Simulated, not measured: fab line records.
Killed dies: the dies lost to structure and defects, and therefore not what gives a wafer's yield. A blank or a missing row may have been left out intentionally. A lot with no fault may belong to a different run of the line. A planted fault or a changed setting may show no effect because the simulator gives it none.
Matching of chambers    flow n5 finfet    N5_BEOL_M5_CMP_52 on cmp-03 has 4 sister chambers
The step polishes, stops on SiCOH lowk, t overpolish 6.9 s, target thk 62 nm. 8 wafers are shown with their chamber, then 10 later ones without.

WAFERS WITH THEIR CHAMBER
wafer   chamber  motor current A (A)  time to endpoint s (s)
L078.5  3        6.8                  64
L080.3  3        7.2                  65
L084.6  0        7.7                  62
L086.3  2        7.2                  70
L086.5  0        7.4                  66
L086.6  1        6.4                  68
L087.1  2        7.3                  69
L087.3  1        6.4                  69

WAFERS WHOSE CHAMBER IS MISSING
wafer   motor current A (A)  time to endpoint s (s)
L087.5  7.9                  63
L097.2  6.2                  64
L097.3  7.4                  60
L097.5  7.2                  64
L094.1  7.6                  62
L094.2  6.4                  66
L094.4  7.4                  61
L095.2  7.9                  64
L095.3  7.2                  65
L095.6  7.1                  68

WHICH CHAMBER EACH ONE RAN IN
wafer   from the rows above           in truth
L087.5  0                             0
L097.2  can't be placed: 1 or 3       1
L097.3  can't be placed: 0 or 3       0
L097.5  can't be placed: 3 or 0       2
L094.1  0                             0
L094.2  can't be placed: 1 or 3       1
L094.4  can't be placed: 0 or 3       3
L095.2  0                             0
L095.3  can't be placed: 3 or 0 or 2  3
L095.6  can't be placed: 2 or 3       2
Correctly placed: 3 of 10. From these rows, 7 cannot be placed; in 6 the true chamber is one of the candidates. Wrongly placed: 0.
How it was worked out, from the rows above alone: a wafer's distance from a chamber is the root of the sum, over the readings, of the square of ((its reading less the chamber's mean) divided by the reading's scatter). The wafer belongs to the nearest chamber; if the next one is less than 2 further off, it can't be placed. Each chamber's mean is taken over the wafers shown for it. The scatter is the square root of a quotient: the sum, over the shown wafers, of each reading's squared deviation from its chamber's mean, divided by wafers minus chambers.
